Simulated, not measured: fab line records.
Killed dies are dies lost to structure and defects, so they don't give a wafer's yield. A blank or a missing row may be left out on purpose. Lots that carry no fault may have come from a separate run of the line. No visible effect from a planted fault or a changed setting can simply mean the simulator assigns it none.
fab line records    flow n5-finfet
[record] lots = 6  wafers = 18  last-day = 18
route steps=1938 shown ZERO_LAYER@12 WELL_APT@20 BEOL_M4@1111 PASSIVATION@1936
lots that met no fault: from a run of the same line without faults
start-h: hours from the record's opening day to when the first of the lot's shown wafers began    wait-h: hours elapsed since this lot's preceding step    " the same as in the row above    L1.1+2: one row covering several wafers at once    - no value present, or no start provided    * or withheld: withheld    < > ~ a bound
route shown NAME@n: names a module that has steps shown in the file, with the first one's number in the route    usual: mean/standard deviation of fault-free wafers    same: alike in all rows    chamber/n: place in a boat    sites: the reading at each site    _std_site: how widely they spread, as a standard deviation    _edge_site: outer sites' mean less inner sites'    radius-mm: for every site, how far away it sits from the centre of the wafer    mask NAME#n: copy n    behind: the most recent tool/chamber to have shaped the wafer    hold: what put the lot on hold/how long, in hours/how the hold closed    device: whichever transistor did not switch (one of n, p or np)    end of line: the route-end tests of the same wafers    for a step that has no rows: nothing shown but its recipe    killed: dies that structure and defects cost at the first sort, which is not the same as the wafer's yield    map: shows each die of a wafer: x if killed, . if not, _ if none is there
set.NAME: setting as actually run; set.NAME@STEP: the setting as run at that earlier step    model.NAME: the simulator's own value behind a step, which no gauge read
lots at selected steps of the route; one table per step, one row per wafer
services: the hour from which a tool's chamber was out of use, counted from the record's first day as start-h (under 0 if before that day), plus the number of hours and why
[[steps]]
[step N5_ZERO_LAYER_HARDBAKE_23]
[recipe] temp-c = 130  time-s = 120
[step N5_ZERO_LAYER_CD_MEAS_11]
[recipe] target-cd-nm = 2000  landing-energy-ev = 500  detector = se-inlens
[usual] cd-nm = 2000.9/1.6
lot.wafer  tool       chamber  start-h  wait-h  cd-nm
L247.2     cd-sem-01  0        36.80    -       2002.2
L247.3     "          0        "        "       2000.4
L247.5     "          0        "        "       2002.5
L248.2     cd-sem-01  0        42.80    -       1998.5
L248.4     "          0        "        "       1999.7
L248.5     "          0        "        "       1999.3
L254.1     cd-sem-02  0        78.64    -       2000.0
L254.3     "          0        "        "       2001.1
L254.4     "          0        "        "       2001.5
L261.4     cd-sem-01  0        120.65   -       2001.0
L261.5     "          0        "        "       2003.0
L261.6     "          0        "        "       2002.1
L262.1     cd-sem-03  0        126.77   -       1999.5
L262.2     "          0        "        "       2003.2
L262.5     "          0        "        "       2001.1
L266.1     cd-sem-02  0        150.64   -       2002.1
L266.2     "          0        "        "       1999.3
L266.4     "          0        "        "       2001.0
[step N5_ZERO_LAYER_DESCUM_16]
[recipe] chemistry = O2  time-s = 7.9  source-power-w = 50  bias-power-w = 20  pressure-mtorr = 20  rf-frequency-hz = 2.712e+07  temp-c = 40  o2-flow-sccm = 225
[usual] drypump-motor-current-A = 5.8/0.58  oes-product-au = 0.79/0.1  rf-vpp-V = 243.2/1.2  showerhead-plenum-p-Torr = 2.09/0.056  throttle-valve-pct = 20.5/0.31
lot.wafer  tool         chamber  start-h  wait-h  drypump-motor-current-A  oes-product-au  rf-hours-counter-h  rf-vpp-V  showerhead-plenum-p-Torr  throttle-valve-pct
L247.2     rie-diel-01  3        38.28    1.5     6.4                      0.96            9                   241.6     2.06                      20.2
L247.3     "            2        "        "       6.1                      0.69            228                 243.5     2.04                      20.2
L247.5     "            2        "        "       6.1                      0.68            -                   241.0     2.04                      20.2
L248.2     rie-diel-01  1        43.29    0.5     5.2                      0.74            164                 241.4     2.08                      20.7
L248.4     "            3        "        "       6.4                      0.96            12                  241.4     2.06                      20.2
L248.5     "            2        "        "       6.1                      0.68            -                   242.1     2.04                      20.2
L254.1     rie-diel-03  1        78.68    0.0     5.3                      0.78            142                 241.8     2.07                      20.1
L254.3     "            3        "        "       6.2                      0.73            175                 245.2     2.18                      20.4
L254.4     "            0        "        "       5.0                      0.90            38                  243.7     2.13                      20.0
L261.4     rie-diel-04  2        121.06   0.4     5.7                      0.96            1                   242.5     2.17                      20.6
L261.5     "            1        "        "       6.6                      0.81            -                   245.1     2.11                      20.4
L261.6     "            2        "        "       5.7                      0.98            -                   245.1     2.17                      20.6
L262.1     rie-diel-03  0        126.83   0.1     5.0                      0.88            50                  244.3     2.13                      20.0
L262.2     "            2        "        "       5.5                      0.71            206                 241.0     2.01                      20.8
L262.5     "            1        "        "       5.3                      0.76            -                   243.5     2.07                      20.1
L266.1     rie-diel-04  1        150.68   0.0     6.5                      0.80            95                  242.2     2.11                      20.4
L266.2     "            2        "        "       5.7                      0.91            12                  246.0     2.16                      20.6
L266.4     "            3        "        "       6.6                      0.73            179                 241.5     2.01                      20.8
[step N5_ZERO_LAYER_ETCH_17]
[recipe] chemistry = CF4  target = SiO2  target-depth-a = 120  time-s = 13.3  ion-energy-ev = 350  pressure-mtorr = 40  source-w = 450  bias-w = 215  Ar_flow_sccm = 100  cf4-flow-sccm = 100
[usual] drypump-motor-current-A = 5.8/0.58  oes-product-au = 0.78/0.094  rf-vpp-V = 949/3.5  showerhead-plenum-p-Torr = 2.14/0.059  throttle-valve-pct = 15.70/0.26
lot.wafer  tool         chamber  start-h  wait-h  drypump-motor-current-A  oes-product-au  rf-hours-counter-h  rf-vpp-V  showerhead-plenum-p-Torr  throttle-valve-pct
L247.2     rie-diel-01  3        38.31    0.0     6.3                      0.96            9                   947       2.11                      15.37
L247.3     "            2        "        "       6.1                      0.69            228                 947       2.11                      15.64
L247.5     "            2        "        "       6.1                      0.70            -                   946       2.11                      15.64
L248.2     rie-diel-01  1        43.33    0.0     5.2                      0.74            164                 948       2.12                      15.83
L248.4     "            3        "        "       6.4                      0.95            12                  948       2.11                      15.39
L248.5     "            2        "        "       6.1                      0.69            -                   945       2.11                      15.65
L254.1     rie-diel-03  1        78.71    0.0     5.3                      0.79            142                 949       2.15                      15.47
L254.3     "            3        "        "       6.2                      0.73            175                 953       2.23                      15.70
L254.4     "            0        "        "       5.0                      0.90            38                  951       2.18                      15.16
L261.4     rie-diel-04  2        121.10   0.0     5.7                      0.95            1                   951       2.21                      15.63
L261.5     "            1        "        "       6.5                      0.79            -                   950       2.17                      15.61
L261.6     "            2        "        "       5.7                      0.94            -                   952       2.21                      15.64
L262.1     rie-diel-03  0        126.86   0.0     5.0                      0.87            50                  949       2.17                      15.18
L262.2     "            2        "        "       5.5                      0.70            206                 940       2.05                      15.87
L262.5     "            1        "        "       5.3                      0.77            -                   950       2.14                      15.50
L266.1     rie-diel-04  1        150.72   0.0     6.5                      0.78            95                  950       2.16                      15.63
L266.2     "            2        "        "       5.7                      0.89            12                  952       2.21                      15.66
L266.4     "            3        "        "       6.7                      0.73            179                 943       2.04                      15.91
[step N5_ZERO_LAYER_ETCH_18]
[recipe] chemistry = HBr/Cl2  target = Si  target-depth-a = 1200  time-s = 40  pressure-mtorr = 10  icp-w = 800  bias-w = 75  HBr_flow_sccm = 150  Cl2_flow_sccm = 80
[usual] drypump-motor-current-A = 5.8/0.34  oes-product-au = 1.000/0.013  throttle-valve-pct = 36.27/0.25
lot.wafer  tool       chamber  start-h  wait-h  drypump-motor-current-A  oes-product-au  rf-hours-counter-h  throttle-valve-pct
L247.2     rie-si-04  2        38.39    0.0     5.9                      0.989           202                 36.27
L247.3     "          1        "        "       5.5                      1.007           42                  36.47
L247.5     "          3        "        "       5.7                      0.992           -                   36.32
L248.2     rie-si-05  1        43.41    0.1     6.5                      0.989           8                   36.38
L248.4     "          0        "        "       5.8                      1.011           85                  35.97
L248.5     "          1        "        "       6.4                      0.991           -                   36.40
L254.1     rie-si-04  0        78.79    0.0     6.0                      1.002           89                  36.60
L254.3     "          3        "        "       5.8                      0.985           51                  36.34
L254.4     "          3        "        "       5.8                      0.992           -                   36.35
L261.4     rie-si-04  2        121.18   0.1     5.9                      1.012           0                   36.42
L261.5     "          3        "        "       5.7                      0.990           -                   36.33
L261.6     "          0        "        "       6.0                      1.004           -                   36.62
L262.1     rie-si-05  1        126.94   0.0     6.5                      0.992           10                  36.37
L262.2     "          0        "        "       5.7                      1.003           86                  36.00
L262.5     "          0        "        "       5.7                      0.997           -                   35.98
L266.1     rie-si-05  2        150.79   0.0     5.2                      1.020           2                   36.02
L266.2     "          1        "        "       6.5                      0.997           10                  36.36
L266.4     "          3        "        "       5.6                      0.993           49                  35.95
[step N5_ZERO_LAYER_STRIP_24]
[recipe] chemistry = O2  power-w = 1000  temp-c = 250  overash-fraction = 0.3  pressure-mtorr = 1000  o2-flow-sccm = 6750
[usual] drypump-motor-current-A = 5.6/0.34  heater-power-w = 342/24  oes-product-au = 0.647/0.0049  strip-time-to-endpoint-s = 43.88/0.098
lot.wafer  tool             chamber  start-h  wait-h  drypump-motor-current-A  heater-power-w  oes-product-au  rf-hours-counter-h  strip-time-to-endpoint-s
L247.2     plasma-asher-02  1        38.49    0.1     5.1                      312             0.644           79                  44.05
L247.3     "                1        "        "       5.1                      315             0.645           -                   43.98
L247.5     "                0        "        "       5.7                      333             0.659           -                   43.93
L248.2     plasma-asher-02  1        43.51    0.1     5.0                      313             0.644           80                  43.83
L248.4     "                1        "        "       5.0                      318             0.650           -                   43.87
L248.5     "                1        "        "       5.1                      323             0.648           -                   43.72
L254.1     plasma-asher-02  1        78.89    0.1     5.1                      313             0.646           87                  43.87
L254.3     "                0        "        "       5.7                      344             0.639           -                   43.94
L254.4     "                1        "        "       5.1                      319             0.644           -                   43.91
L261.4     plasma-asher-01  1        121.30   0.1     5.6                      354             0.644           -                   43.84
L261.5     "                1        "        "       5.6                      362             0.649           -                   43.82
L261.6     "                0        "        "       5.9                      361             0.638           -                   43.85
L262.1     plasma-asher-02  1        127.06   0.1     5.0                      312             0.642           97                  43.87
L262.2     "                0        "        "       5.7                      339             0.650           97                  43.87
L262.5     "                1        "        "       5.1                      312             0.648           -                   43.92
L266.1     plasma-asher-01  0        150.89   0.1     6.0                      380             0.648           53                  43.77
L266.2     "                1        "        "       5.6                      371             0.644           53                  43.90
L266.4     "                1        "        "       5.6                      356             0.654           -                   43.89
[step N5_ZERO_LAYER_STRIP_19]
[recipe] chemistry = SPM  time-s = 900  temp-c = 130  h2so4-h2o2-vol-ratio = 4  dry = ipa-marangoni
[step N5_ZERO_LAYER_INSPECT_20]
[recipe] inspect-instrument = darkfield  mode = post-clean
[usual] raw-defect-count = 32/12
lot.wafer  tool               chamber  start-h  wait-h  raw-defect-count
L247.2     defect-inspect-02  -        38.85    0.0     49
L247.3     "                  -        "        "       28
L247.5     "                  -        "        "       28
L248.2     defect-inspect-01  -        43.88    0.0     18
L248.4     "                  -        "        "       21
L248.5     "                  -        "        "       29
L254.1     defect-inspect-01  -        79.25    0.0     25
L254.3     "                  -        "        "       37
L254.4     "                  -        "        "       67
L261.4     defect-inspect-02  -        121.64   0.0     20
L261.5     "                  -        "        "       17
L261.6     "                  -        "        "       23
L262.1     defect-inspect-01  -        127.42   0.0     24
L262.2     "                  -        "        "       27
L262.5     "                  -        "        "       12
L266.1     defect-inspect-02  -        151.25   0.0     25
L266.2     "                  -        "        "       25
L266.4     "                  -        "        "       23
[step N5_WELL_APT_HMDS_01]
[recipe] time-s = 60  temp-c = 120
[step N5_WELL_APT_COAT_02]
[recipe] spin-rpm = 1357  resist-thk-nm = 950
[step N5_WELL_APT_EBR_04]
[recipe] solvent = PGMEA  ebr-width-mm = 1.5
[step N5_WELL_APT_SOFTBAKE_03]
[recipe] temp-c = 130  time-s = 60
[step N5_WELL_APT_EXPOSE_05]
[recipe] mask-id = NWELL  na = 0.8  source-shape = conventional  sigma-outer = 0.8  polarization = unpolarized  defocus-nm = 0  target-cd-nm = 200  dose-mj = 20.3
[usual] exposure-dose-mJ-cm2 = 20.295/0.021  focus-offset-nm = 0.0/0.52
lot.wafer  tool            chamber  start-h  wait-h  mask     exposure-dose-mJ-cm2  focus-offset-nm
L247.2     krf-scanner-01  -        38.99    -       NWELL#0  -                     -
L247.3     "               -        "        "       NWELL#0  -                     -
L247.5     "               -        "        "       NWELL#0  -                     -
L248.2     krf-scanner-02  -        44.14    -       NWELL#0  -                     -
L248.4     "               -        "        "       NWELL#0  -                     -
L248.5     "               -        "        "       NWELL#0  -                     -
L254.1     krf-scanner-01  0        79.38    -       NWELL#0  20.296                -0.7
L254.3     "               0        "        "       NWELL#0  20.300                -0.4
L254.4     "               0        "        "       NWELL#0  20.309                0.1
L261.4     krf-scanner-01  0        121.92   -       NWELL#0  20.277                -0.5
L261.5     "               0        "        "       NWELL#0  20.304                0.5
L261.6     "               0        "        "       NWELL#0  20.275                0.5
L262.1     krf-scanner-02  0        127.67   -       NWELL#0  20.279                -0.4
L262.2     "               0        "        "       NWELL#0  20.248                -0.1
L262.5     "               0        "        "       NWELL#0  20.264                0.7
L266.1     krf-scanner-01  0        151.39   -       NWELL#0  20.279                0.6
L266.2     "               0        "        "       NWELL#0  20.308                0.0
L266.4     "               0        "        "       NWELL#0  20.294                -0.6
[step N5_WELL_APT_PEB_06]
[recipe] peb-temp-c = 130  peb-time-s = 90
[step N5_WELL_APT_DEVELOP_07]
[recipe] develop-time-s = 45  rinse-liquid = surfactant-rinse  dry = air-spin  dev-temp-c = 21
[step N5_WELL_APT_HARDBAKE_12]
[recipe] temp-c = 130  time-s = 120
[step N5_WELL_APT_CD_MEAS_08]
[recipe] target-cd-nm = 200  landing-energy-ev = 500  detector = se-inlens
[usual] cd-nm = 199.8/1.8
lot.wafer  tool       chamber  start-h  wait-h  cd-nm
L247.2     cd-sem-02  0        39.16    -       -
L247.3     "          0        "        "       -
L247.5     "          0        "        "       -
L248.2     cd-sem-02  0        44.31    -       -
L248.4     "          0        "        "       -
L248.5     "          0        "        "       -
L254.1     cd-sem-02  0        79.56    -       197.6
L254.3     "          0        "        "       201.5
L254.4     "          0        "        "       199.3
L261.4     cd-sem-01  0        122.07   -       199.3
L261.5     "          0        "        "       199.8
L261.6     "          0        "        "       197.4
L262.1     cd-sem-03  0        127.85   -       201.3
L262.2     "          0        "        "       200.6
L262.5     "          0        "        "       202.2
L266.1     cd-sem-03  0        151.56   -       198.9
L266.2     "          0        "        "       199.4
L266.4     "          0        "        "       199.5
[step N5_WELL_APT_OVL_MEAS_09]
[recipe] points-per-wafer = 44
[usual] NWELL_OVL = -1/6.3
lot.wafer  tool        chamber  start-h  wait-h  NWELL_OVL[nm]
L247.2     overlay-01  0        39.19    0.0     -
L247.3     "           0        "        "       -
L247.5     "           0        "        "       -
L248.2     overlay-01  0        44.34    0.0     -
L248.4     "           0        "        "       -
L248.5     "           0        "        "       -
L254.1     overlay-01  0        79.59    0.0     -1
L254.3     "           0        "        "       -6
L254.4     "           0        "        "       -10
L261.4     overlay-02  0        122.10   0.0     -4
L261.5     "           0        "        "       -4
L261.6     "           0        "        "       1
L262.1     overlay-02  0        127.88   0.0     1
L262.2     "           0        "        "       -2
L262.5     "           0        "        "       0
L266.1     overlay-02  0        151.59   0.0     6
L266.2     "           0        "        "       9
L266.4     "           0        "        "       5
[step N5_BEOL_M4_RC_MEAS_101]
[usual] DIBL_N = 35.9/1.7  DIBL_P = 36.0/2.2  IOFF_N = 0.16/0.031  IOFF_P = 0.21/0.039  ION_N = 678/13  ION_P = 464/8.8  SS_N = 71.5/0.61  SS_P = 73.2/0.68  VT_N = 249/3.3  VT_P = -250/3.8
lot.wafer  tool       chamber  start-h  wait-h  DIBL_N[mV/V]  DIBL_P[mV/V]  IOFF_N[nA/um]  IOFF_P[nA/um]  ION_N[uA/um]  ION_P[uA/um]  SS_N[mV/dec]  SS_P[mV/dec]  VT_N[mV]  VT_P[mV]
L254.1     prober-02  0        232.78   0.0     41.4          41.7          0.29           0.34           712           485           72.8          73.9          240       -242
L254.3     "          0        "        "       37.9          36.5          0.19           0.23           689           463           71.6          73.9          245       -246
L254.4     "          0        "        "       37.0          35.4          0.16           0.21           676           472           71.1          72.7          247       -249
L261.4     prober-01  0        272.47   0.5     34.7          34.0          0.14           0.18           667           453           70.7          73.8          251       -252
L261.5     "          0        "        "       35.6          34.1          0.14           0.18           670           462           70.9          73.1          251       -253
L261.6     "          0        "        "       34.0          32.4          0.12           0.16           662           450           70.1          72.2          252       -255
L262.1     prober-02  0        281.42   0.0     36.7          37.6          0.16           0.23           668           467           71.3          74.0          252       -248
L262.2     "          0        "        "       36.7          36.5          0.15           0.20           659           457           71.6          73.7          253       -251
L262.5     "          0        "        "       36.1          36.9          0.15           0.21           679           471           71.5          73.1          249       -250
L266.1     prober-02  0        313.75   0.0     37.4          37.5          0.17           0.22           683           462           72.3          73.0          250       -250
L266.2     "          0        "        "       36.9          36.5          0.15           0.21           677           463           71.5          73.4          249       -251
L266.4     "          0        "        "       36.4          34.9          0.15           0.19           681           458           71.9          73.0          249       -251
[step N5_PASSIVATION_PROBE_49]
[usual] killed_at_M0_to_M3 = 36/10  killed_at_M4_up = 13/5.5  killed-at-contacts = 12/5.6  killed-at-front-end = 42/12  killed-at-other = 4/3.2  killed-dies = 108/18  killed-on-rim = 15/4.1  killed-open = 71/13  killed-short = 34/7.8
[same] gross-dies = 1180  killed-at-back-side = 0
lot.wafer  tool       chamber  start-h  wait-h  killed_at_M0_to_M3  killed_at_M4_up  killed-at-contacts  killed-at-front-end  killed-at-other  killed-dies  killed-on-rim  killed-open  killed-short
L247.2     prober-02  -        289.21   0.1     27                  10               11                  1131                 1                1180         152            73           34
L247.3     prober-02  -        289.26   0.1     37                  14               6                   1120                 3                1180         152            78           31
L247.5     prober-02  -        289.36   0.2     30                  12               7                   1130                 1                1180         152            53           36
L254.1     prober-01  -        347.91   0.0     40                  18               8                   31                   5                102          16             73           29
L254.3     prober-01  -        348.01   0.1     45                  15               8                   19                   6                93           9              66           26
L254.4     prober-01  -        348.06   0.2     34                  9                16                  35                   2                96           11             66           27
L261.4     prober-01  -        401.05   0.2     47                  11               6                   37                   0                101          11             69           28
L261.5     prober-01  -        401.10   0.2     29                  17               9                   59                   2                116          14             85           30
L261.6     prober-01  -        401.15   0.3     35                  19               16                  46                   12               128          16             81           45
L266.1     prober-01  -        440.46   0.0     19                  7                11                  46                   3                86           6              47           37
L266.2     prober-01  -        440.51   0.1     27                  11               15                  47                   8                108          16             73           33
L266.4     prober-01  -        440.61   0.2     31                  16               9                   40                   6                102          11             58           44
// killed by level:class
L247.2 WELL_APT:area-expose=1072 FIN_SAQP:geometric-particle:open=16 FIN_SAQP:geometric-particle:short=13 STI_FIN_REVEAL:geometric-particle:open=11 BEOL_M0_SAQP:geometric-particle:open=10 MOL_CONTACT_COAG:geometric-particle:open=8 BEOL_M0_SAQP:geometric-particle:short=6 GATE_CUT:geometric-particle:open=4
L247.3 WELL_APT:area-expose=1071 STI_FIN_REVEAL:geometric-particle:open=15 BEOL_M0_SAQP:geometric-particle:short=8 BEOL_M1:geometric-particle:open=8 FIN_SAQP:geometric-particle:open=7 DUMMY_GATE:geometric-particle:open=7 BEOL_M3:geometric-particle:open=7 FIN_SAQP:geometric-particle:short=6
L247.5 WELL_APT:area-expose=1090 STI_FIN_REVEAL:geometric-particle:open=8 BEOL_M0_SAQP:geometric-particle:short=8 FIN_SAQP:geometric-particle:short=5 DUMMY_GATE:geometric-particle:open=5 BEOL_M0_SAQP:geometric-particle:open=5 BEOL_M2:geometric-particle:open=5 BEOL_M3:geometric-particle:open=5
L254.1 BEOL_M4:geometric-particle:open=13 BEOL_M2:geometric-particle:open=12 FIN_SAQP:geometric-particle:open=9 DUMMY_GATE:geometric-particle:open=9 BEOL_M0_SAQP:geometric-particle:short=8 MOL_CONTACT_COAG:geometric-particle:open=7 BEOL_M0_SAQP:geometric-particle:open=7 BEOL_M3:geometric-particle:open=6
L254.3 BEOL_M1:geometric-particle:open=11 MOL_CONTACT_COAG:geometric-particle:open=8 BEOL_M0_SAQP:geometric-particle:open=7 BEOL_M3:geometric-particle:open=6 BEOL_M2:geometric-particle:open=6 DUMMY_GATE:geometric-particle:open=5 FIN_SAQP:geometric-particle:open=4 BEOL_M0_SAQP:geometric-particle:short=4
L254.4 MOL_CONTACT_COAG:geometric-particle:open=15 DUMMY_GATE:geometric-particle:open=10 BEOL_M0_SAQP:geometric-particle:short=9 STI_FIN_REVEAL:geometric-particle:open=7 BEOL_M0_SAQP:geometric-particle:open=6 BEOL_M0:geometric-particle:open=6 FIN_SAQP:geometric-particle:short=5 BEOL_M1:geometric-particle:open=4
L261.4 BEOL_M3:geometric-particle:open=15 BEOL_M2:geometric-particle:open=9 STI_FIN_REVEAL:geometric-particle:open=8 BEOL_M0_SAQP:geometric-particle:open=7 DUMMY_GATE:geometric-particle:open=6 FIN_SAQP:geometric-particle:open=5 BEOL_M0_SAQP:geometric-particle:short=5 MOL_CONTACT_COAG:geometric-particle:open=4
L261.5 STI_FIN_REVEAL:geometric-particle:open=30 BEOL_M0_SAQP:geometric-particle:short=8 FIN_SAQP:geometric-particle:short=7 MOL_CONTACT_COAG:geometric-particle:open=7 BEOL_M4:geometric-particle:open=7 BEOL_M0_SAQP:geometric-particle:open=6 BEOL_M2:geometric-particle:open=5 BEOL_M3:geometric-particle:open=5
L261.6 MOL_CONTACT_COAG:geometric-particle:open=14 STI_FIN_REVEAL:geometric-particle:open=12 FIN_SAQP:geometric-particle:short=11 BEOL_M3:geometric-particle:open=10 FIN_SAQP:geometric-particle:open=7 STI_FIN_REVEAL:geometric-particle:short=6 BEOL_M2:geometric-particle:open=6 BEOL_M5:geometric-particle:open=5
L266.1 MOL_CONTACT_COAG:geometric-particle:open=11 STI_FIN_REVEAL:geometric-particle:open=9 FIN_SAQP:geometric-particle:short=8 BEOL_M0_SAQP:geometric-particle:short=8 FIN_SAQP:geometric-particle:open=6 BEOL_M1:geometric-particle:open=5 BEOL_M1:geometric-particle:short=4 STARTING-WAFER:geometric-particle:open=4
L266.2 STI_FIN_REVEAL:geometric-particle:open=17 MOL_CONTACT_COAG:geometric-particle:open=12 BEOL_M4:geometric-particle:open=7 BEOL_M0_SAQP:geometric-particle:short=6 STI_FIN_REVEAL:geometric-particle:short=5 DUMMY_GATE:geometric-particle:open=5 BEOL_M1:geometric-particle:open=5 FIN_SAQP:geometric-particle:open=4
L266.4 BEOL_M1:geometric-particle:short=10 BEOL_M4:geometric-particle:open=10 FIN_SAQP:geometric-particle:short=8 FIN_SAQP:geometric-particle:open=8 MOL_CONTACT_COAG:geometric-particle:open=8 STI_FIN_REVEAL:geometric-particle:open=7 BEOL_M0_SAQP:geometric-particle:open=7 BEOL_M0_SAQP:geometric-particle:short=5
// map L247.2 (x killed, . not)
_________________xxxxxxxxxxxx________________
______________xxxxxxxxxxxxxxxxxx_____________
___________xxxxxxxxxxxxxxxxxxxxxxxx__________
__________xxxxxxxxxxxxxxxxxxxxxxxxxx_________
________xxxxxxxxxxxxxxxxxxxxxxxxxxxxxx_______
_______xxxxxxxxxxxxxxxxxxxxxxxxxxxxxxxx______
______xxxxxxxxxxxxxxxxxxxxxxxxxxxxxxxxxx_____
_____xxxxxxxxxxxxxxxxxxxxxxxxxxxxxxxxxxxx____
____xxxxxxxxxxxxxxxxxxxxxxxxxxxxxxxxxxxxxx___
___xxxxxxxxxxxxxxxxxxxxxxxxxxxxxxxxxxxxxxxx__
___xxxxxxxxxxxxxxxxxxxxxxxxxxxxxxxxxxxxxxxx__
__xxxxxxxxxxxxxxxxxxxxxxxxxxxxxxxxxxxxxxxxxx_
__xxxxxxxxxxxxxxxxxxxxxxxxxxxxxxxxxxxxxxxxxx_
_xxxxxxxxxxxxxxxxxxxxxxxxxxxxxxxxxxxxxxxxxxxx
_xxxxxxxxxxxxxxxxxxxxxxxxxxxxxxxxxxxxxxxxxxxx
_xxxxxxxxxxxxxxxxxxxxxxxxxxxxxxxxxxxxxxxxxxxx
_xxxxxxxxxxxxxxxxxxxxxxxxxxxxxxxxxxxxxxxxxxxx
_xxxxxxxxxxxxxxxxxxxxxxxxxxxxxxxxxxxxxxxxxxxx
_xxxxxxxxxxxxxxxxxxxxxxxxxxxxxxxxxxxxxxxxxxxx
_xxxxxxxxxxxxxxxxxxxxxxxxxxxxxxxxxxxxxxxxxxxx
_xxxxxxxxxxxxxxxxxxxxxxxxxxxxxxxxxxxxxxxxxxxx
__xxxxxxxxxxxxxxxxxxxxxxxxxxxxxxxxxxxxxxxxxx_
__xxxxxxxxxxxxxxxxxxxxxxxxxxxxxxxxxxxxxxxxxx_
___xxxxxxxxxxxxxxxxxxxxxxxxxxxxxxxxxxxxxxxx__
___xxxxxxxxxxxxxxxxxxxxxxxxxxxxxxxxxxxxxxxx__
____xxxxxxxxxxxxxxxxxxxxxxxxxxxxxxxxxxxxxx___
_____xxxxxxxxxxxxxxxxxxxxxxxxxxxxxxxxxxxx____
______xxxxxxxxxxxxxxxxxxxxxxxxxxxxxxxxxx_____
_______xxxxxxxxxxxxxxxxxxxxxxxxxxxxxxxx______
________xxxxxxxxxxxxxxxxxxxxxxxxxxxxxx_______
__________xxxxxxxxxxxxxxxxxxxxxxxxxx_________
___________xxxxxxxxxxxxxxxxxxxxxxxx__________
______________xxxxxxxxxxxxxxxxxx_____________
_________________xxxxxxxxxxxx________________
// map L266.2 (x killed, . not)
_________________..........x.________________
______________.......x.........._____________
___________..............x.........__________
__________..x......................x_________
________x.....x...............x...x..._______
_______.x....x...........x.......x.....______
______......xx......................x..._____
_____............................x...x...____
____......................................___
___..........xx...........x................__
___..............x..........x.xx...........__
__x..x...xx.x...................x....x......_
__...............x....x.....x...........x..._
_.........x.............x....................
_......x......x..........x.............x.....
_.......................x.........x..........
_........x...................................
_................x........x....x.............
_....x................................x.....x
_.................................x.......x..
_.......................x.......x.......x....
__......................x....x.x..........x._
__x.....x..................x.....x....xx...._
___............x.....x...............xxx...__
___..........xx......x.........x.....x....x__
____...x........xx...x......x......x......___
_____..xx.......x.............x..x.......____
______xx................................_____
_______................x........x..x...______
________.....x....x...x..........xx..x_______
__________.x..........x........x...._________
___________..x..........x.x........__________
______________.................._____________
_________________x..x......x.________________
[[services]]
tool             chamber  start-h  hours  kind
rie-diel-01      0        20.36    -      clean
krf-scanner-02   -        22.58    0.8    pm
plasma-asher-02  -        23.89    4.4    repair
rie-diel-04      -        25.11    0.3    repair
krf-scanner-02   -        30.30    4.0    pm
rie-diel-03      2        31.89    9.4    repair
rie-diel-04      -        32.22    14.6   pm
plasma-asher-01  -        52.56    3.0    repair
rie-si-04        -        56.92    15.6   pm
krf-scanner-02   -        60.37    0.6    repair
rie-diel-01      -        61.20    4.3    pm
rie-diel-03      -        63.79    0.7    repair
krf-scanner-02   -        78.56    1.3    pm
rie-diel-03      0        86.86    11.8   repair
plasma-asher-02  -        88.29    2.8    pm
krf-scanner-02   -        89.36    1.0    pm
krf-scanner-01   -        93.54    1.0    pm
rie-diel-03      3        95.85    18.6   repair
rie-diel-04      1        129.49   9.0    repair
rie-si-05        -        130.48   14.6   pm
rie-diel-04      0        130.52   10.4   repair
krf-scanner-01   -        134.33   1.3    pm
rie-diel-04      1        139.52   4.0    repair
krf-scanner-01   -        147.95   0.8    pm
[[key]]
[first-sign] step = N5_WELL_APT_EXPOSE_05  reading = tool-record  direction = missing
[effect] step = N5_WELL_APT_CD_MEAS_08  reading = cd-nm  direction = missing
[effect] step = N5_WELL_APT_OVL_MEAS_09  reading = NWELL_OVL  direction = missing
[effect] step = N5_PASSIVATION_PROBE_49  reading = killed-at-front-end  direction = up  sigmas = 89  usual = 42  struck = 1127
[more-kills-born-at] N5_WELL_APT_EXPOSE_05@krf-scanner-01 = 3233
met-at N5_WELL_APT_EXPOSE_05
struck-wafers L247.2,L247.3,L247.5,L248.2,L248.4,L248.5
rows-end L248.2,L248.4,L248.5
later-rows-left-out L247.2,L247.3,L247.5
tester-left-out L247
[fault] kind = skipped-step-whole  tool = krf-scanner-01,krf-scanner-02  chamber = -  onset-h = 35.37  steps = N5_WELL_APT_EXPOSE_05  scope = struck-lots-only
// tester-left-out: of these lots the tester's yield and bins aren't shown, on N5 and GAA mostly nor the transistor test; their killed dies are dies lost to structure and defects alone, not to doping, threshold or leakage, so they don't give the yield
// later-rows-left-out: the simulator's readings of these wafers behind a module that went badly wrong aren't trusted and aren't shown, but for the sort
// rows-end: these wafers met a further fault down the route, and their rows from its step on are left out
